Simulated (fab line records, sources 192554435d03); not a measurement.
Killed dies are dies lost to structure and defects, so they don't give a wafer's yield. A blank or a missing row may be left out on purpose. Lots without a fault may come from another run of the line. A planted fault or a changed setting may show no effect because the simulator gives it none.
Split-lot experiment | flow n5_finfet | 7 lots, 21 wafers read, on a route of 1938 steps

THE SPLIT
At N5_BEOL_M10_ILD_DEP_00 (deposits SiCOH lowk from DEMS/porogen, target thk 308.51 nm, time 58 s), the setting time_s was moved away from the recipe's 58 s on 4 of the 21 wafers read, by -12.3% to -5.3%. The other wafers ran this setting at the recipe's value.

FROM THE SPLIT TO THE READING: what the file shows between them, 1 step
- N5_BEOL_M10_CURE_71: cures SiCOH lowk, time 240 s

THE READING
M10_ILD_THK, in nm, at N5_BEOL_M10_THK_MEAS_01. Fault-free wafers of this fab line usually give 267 nm, standard deviation 3.8 nm.

wafer  | tool, chamber at the split | time_s as run, s | against the recipe | M10_ILD_THK, nm | against lot-mates on the recipe
L075.1 | pecvd-03, 2                | 50.88            | -12.3%             | 232             | -31
L075.2 | pecvd-03, 1                | 50.88            | -12.3%             | 233             | -30
L075.3 | pecvd-03, 0                | 58               | recipe             | 263             | -
L076.3 | pecvd-04, 2                | 54.9             | -5.3%              | 250             | -14
L076.4 | pecvd-04, 2                | 54.9             | -5.3%              | 251             | -13
L076.5 | pecvd-04, 1                | 58               | recipe             | 264             | -
L087.1 | pecvd-03, 2                | 58               | recipe             | 262             | -
L087.5 | pecvd-03, 1                | 58               | recipe             | 271             | -
L087.6 | pecvd-03, 0                | 58               | recipe             | 267             | -
L090.2 | pecvd-04, 2                | 58               | recipe             | 266             | -
L090.5 | pecvd-04, 0                | 58               | recipe             | 271             | -
L090.6 | pecvd-04, 1                | 58               | recipe             | 270             | -
L092.2 | pecvd-01, 0                | 58               | recipe             | 261             | -
L092.3 | pecvd-01, 2                | 58               | recipe             | 264             | -
L092.6 | pecvd-01, 0                | 58               | recipe             | 266             | -
L093.1 | pecvd-04, 2                | 58               | recipe             | 263             | -
L093.2 | pecvd-04, 1                | 58               | recipe             | 263             | -
L093.6 | pecvd-04, 0                | 58               | recipe             | 260             | -
L094.2 | pecvd-04, 2                | 58               | recipe             | 263             | -
L094.4 | pecvd-04, 1                | 58               | recipe             | 268             | -
L094.6 | pecvd-04, 0                | 58               | recipe             | 267             | -

THE FIT
A straight line over all 21 wafers: M10_ILD_THK changes by +2.68 nm for each +1% of time_s; r = +0.96; the points scatter about the line by 3.1 nm.
The same after taking each lot's own level away (the mean of its wafers on the recipe; 21 wafers): +2.49 nm for each +1%; r = +0.98; scatter 2.2 nm.
On that fit, the largest move of time_s shifts the reading by 31 nm.
The lots' own levels span 262.0 to 269.0 nm, that is 1.8 times the standard deviation above.
So the lot-to-lot level changes the slope little: the two slopes agree.
Check: with one of the wafers moved furthest among these (-12.3%) left out of the fit, the line predicts -30.3 nm for it against its lot-mates. It came out at -31 nm against them.

THE WHOLE CHAIN: every reading that the file lists as answering this split, in the file's order
step                    | what it does                                                           | reading                                                                                   | change (the file's fit)              | r (the file's)
N5_BEOL_M10_ILD_DEP_00  | deposits SiCOH lowk from DEMS/porogen, target thk 308.51 nm, time 58 s | SiCOH_lowk_of_BEOL_M10_ILD_DEP_00.thk_nm (the simulator's own value, which no gauge read) | +2.83 nm for each +1% of the setting | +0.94
N5_BEOL_M10_CURE_71     | cures SiCOH lowk, time 240 s                                           | SiCOH_lowk_of_BEOL_M10_ILD_DEP_00.thk_nm (the simulator's own value, which no gauge read) | +2.5 nm for each +1% of the setting  | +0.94
N5_BEOL_M10_THK_MEAS_01 |                                                                        | M10_ILD_THK                                                                               | +2.47 for each +1% of the setting    | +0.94

THE FILE'S OWN FIT
M10_ILD_THK changes by +2.47 nm for each +1% of time_s, r = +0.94.
